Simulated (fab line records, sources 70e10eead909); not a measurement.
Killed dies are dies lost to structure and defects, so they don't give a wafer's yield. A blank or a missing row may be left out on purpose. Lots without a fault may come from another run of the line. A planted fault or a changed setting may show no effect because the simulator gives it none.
One fault seen from 2 desks | flow nand_harc | each desk has only its own numbers; what lay behind them comes last

THE METROLOGY DESK
What the gauges read, lot by lot, whatever tool the lot ran on: means of the sampled wafers that have a number. A lot is out of limits, marked OUT, if its mean lies more than 4 standard deviations from the usual mean; the brackets give that distance.
Columns: A = thk_nm at NHARC_A_ONON_D1_THK_MEAS_11, usual 999 nm
lot  | first seen here | A
L369 | day 8 04:03     | 982
L371 | day 8 13:55     | 988
L380 | day 10 23:31    | 1007
L382 | day 10 23:52    | 997
L383 | day 11 15:44    | 986
L385 | day 11 22:53    | 1011
L386 | day 11 22:54    | 988
L384 | day 11 23:02    | 996
L388 | day 12 21:31    | 1017
L389 | day 12 21:31    | 992
L391 | day 13 04:56    | 1025
L390 | day 13 04:57    | 973
This desk's finding: nothing out of limits on any of the 12 lots.

THE TOOL OWNER'S DESK: ald_hk-01
The tool's own readings at NHARC_A_CHANNEL_FILL_D1_ALD_16 (deposits SiO2, target thk 1.5 nm, pulse time 10 s, ald cycles 15): means of the sampled wafers that have a number, for each lot that ran on this tool. A lot is out of limits, marked OUT, if its mean lies more than 4 standard deviations from the usual mean; the brackets give that distance.
Columns: A = heater_power_w at NHARC_A_CHANNEL_FILL_D1_ALD_16, usual 463 W; B = precursor_pulse_height_rel at NHARC_A_CHANNEL_FILL_D1_ALD_16, usual 1.001
lot  | first seen here | A   | B
L369 | day 9 17:23     | 492 | 0.979
L371 | day 10 00:39    | 455 | 0.990
L383 | day 13 01:46    | 474 | 0.993
L391 | day 14 20:19    | 443 | 0.991
L390 | day 15 01:45    | 448 | 0.984
This desk's finding: nothing out of limits on any of the 5 lots.

PUT TOGETHER
The metrology desk saw nothing out of limits.
The tool owner's desk saw nothing out of limits.

WHAT THE SIMULATOR HAD PUT IN
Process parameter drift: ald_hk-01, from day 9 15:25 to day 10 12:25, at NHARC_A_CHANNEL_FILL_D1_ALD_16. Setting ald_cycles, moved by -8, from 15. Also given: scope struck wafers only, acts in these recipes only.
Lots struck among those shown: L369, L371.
